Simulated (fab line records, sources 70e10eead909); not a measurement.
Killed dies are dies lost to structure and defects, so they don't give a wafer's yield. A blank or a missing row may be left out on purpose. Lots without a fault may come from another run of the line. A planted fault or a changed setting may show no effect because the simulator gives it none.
Tool commonality check | flow nand_harc | 13 lots, 39 wafers sampled

WHY IT WAS OPENED
At NHARC_P_GATE_CD_MEAS_46 the reading cd_nm is flagged on 1 of 13 lots. Wafers without a fault read 721 nm, standard deviation 3.1.
Rule: a lot is flagged when every wafer of it that has a number lies more than 4 standard deviations from that mean, or none has a number. The other lots count as sound.

lot  | measured     | on        | cd_nm (nm), wafer by wafer | flag
L253 | day 5 15:52  | cd_sem-01 | 723 719 720                |
L254 | day 5 21:52  | cd_sem-01 | 722 724 723                |
L255 | day 6 06:19  | cd_sem-02 | 718 714 714                |
L257 | day 7 06:43  | cd_sem-02 | 721 722 717                |
L256 | day 7 07:20  | cd_sem-03 | 725 722 723                |
L258 | day 7 21:49  | cd_sem-02 | 700 701 702                | FLAGGED
L268 | day 11 21:54 | cd_sem-02 | 722 722 725                |
L269 | day 12 01:41 | cd_sem-03 | 718 719 721                |
L272 | day 13 08:41 | cd_sem-02 | 723 725 723                |
L273 | day 14 01:42 | cd_sem-02 | 721 717 718                |
L274 | day 14 04:29 | cd_sem-01 | 721 722 722                |
L275 | day 14 16:40 | cd_sem-02 | 723 724 724                |
L276 | day 14 23:49 | cd_sem-01 | 718 720 715                |
The numbers of the flagged lots are 701 nm on average: -20 nm against the usual, or -6 standard deviations.

WHICH TOOL RAN EACH LOT
The record holds 2 process steps before the reading, out of a route of 1302 steps. In each cell: the tool, then ch and the chambers that the sampled wafers went through, then the start.
lot  | flag    | NHARC_P_GATE_HM_DEP_102       | NHARC_P_GATE_EXPOSE_43
L253 |         | acl_dep-01 ch 0, day 5 02:32  | krf_scanner-03 ch 0, day 5 15:43
L254 |         | acl_dep-02 ch 0, day 5 08:44  | krf_scanner-01 ch 0, day 5 21:43
L255 |         | acl_dep-01 ch 0, day 5 17:02  | krf_scanner-03 ch 0, day 6 06:10
L257 |         | acl_dep-01 ch 0, day 6 17:24  | krf_scanner-01 ch 0, day 7 06:33
L256 |         | acl_dep-01 ch 0, day 6 17:56  | krf_scanner-02 ch 0, day 7 07:10
L258 | FLAGGED | acl_dep-02 ch 0, day 7 08:34  | krf_scanner-01 ch 0, day 7 21:40
L268 |         | acl_dep-03 ch 0, day 11 08:28 | krf_scanner-03 ch 0, day 11 21:44
L269 |         | acl_dep-01 ch 0, day 11 12:27 | krf_scanner-01 ch 0, day 12 01:32
L272 |         | acl_dep-01 ch 0, day 12 19:27 | krf_scanner-02 ch 0, day 13 08:32
L273 |         | acl_dep-03 ch 0, day 13 12:24 | krf_scanner-03 ch 0, day 14 01:32
L274 |         | acl_dep-02 ch 0, day 13 15:10 | krf_scanner-01 ch 0, day 14 04:20
L275 |         | acl_dep-02 ch 0, day 14 03:25 | krf_scanner-01 ch 0, day 14 16:31
L276 |         | acl_dep-02 ch 0, day 14 10:31 | krf_scanner-01 ch 0, day 14 23:40
What these steps do:
- NHARC_P_GATE_HM_DEP_102: deposits aC, target thk 120 nm.
- NHARC_P_GATE_EXPOSE_43: exposes mask P NSD, target cd 720 nm.
- NHARC_P_GATE_CD_MEAS_46: target cd 720 nm.

FLAGGED OVER TOTAL, TOOL BY TOOL (the gauges that took the reading come last)
step                    | tool           | lots run | flagged | share of the flagged lots | sound lots run after its first flagged lot
NHARC_P_GATE_HM_DEP_102 | acl_dep-01     | 6        | 0       | none                      | -
NHARC_P_GATE_HM_DEP_102 | acl_dep-02     | 5        | 1       | all                       | 3 (L274,L275,L276)
NHARC_P_GATE_HM_DEP_102 | acl_dep-03     | 2        | 0       | none                      | -
NHARC_P_GATE_EXPOSE_43  | krf_scanner-01 | 7        | 1       | all                       | 4 (L269,L274,L275,L276)
NHARC_P_GATE_EXPOSE_43  | krf_scanner-02 | 2        | 0       | none                      | -
NHARC_P_GATE_EXPOSE_43  | krf_scanner-03 | 4        | 0       | none                      | -
NHARC_P_GATE_CD_MEAS_46 | cd_sem-01      | 4        | 0       | none                      | -
NHARC_P_GATE_CD_MEAS_46 | cd_sem-02      | 7        | 1       | all                       | 4 (L268,L272,L273,L275)
NHARC_P_GATE_CD_MEAS_46 | cd_sem-03      | 2        | 0       | none                      | -

WHAT THE TABLE ALLOWS
3 rows of the table ran every flagged lot: acl_dep-02 at NHARC_P_GATE_HM_DEP_102, krf_scanner-01 at NHARC_P_GATE_EXPOSE_43, cd_sem-02 at NHARC_P_GATE_CD_MEAS_46.
- acl_dep-02 at NHARC_P_GATE_HM_DEP_102: 1 of its 5 lots flagged. Sound lots ran on it after the first flagged one (L274, L275, L276), which a lasting fault on the whole tool wouldn't allow.
- krf_scanner-01 at NHARC_P_GATE_EXPOSE_43: 1 of its 7 lots flagged. Sound lots ran on it after the first flagged one (L269, L274, L275, L276), which a lasting fault on the whole tool wouldn't allow.
- cd_sem-02 at NHARC_P_GATE_CD_MEAS_46: 1 of its 7 lots flagged. Sound lots ran on it after the first flagged one (L268, L272, L273, L275), which a lasting fault on the whole tool wouldn't allow.
No row of the table ran every flagged lot and no sound lot after the first.

WHAT THE SIMULATOR HAD PUT IN
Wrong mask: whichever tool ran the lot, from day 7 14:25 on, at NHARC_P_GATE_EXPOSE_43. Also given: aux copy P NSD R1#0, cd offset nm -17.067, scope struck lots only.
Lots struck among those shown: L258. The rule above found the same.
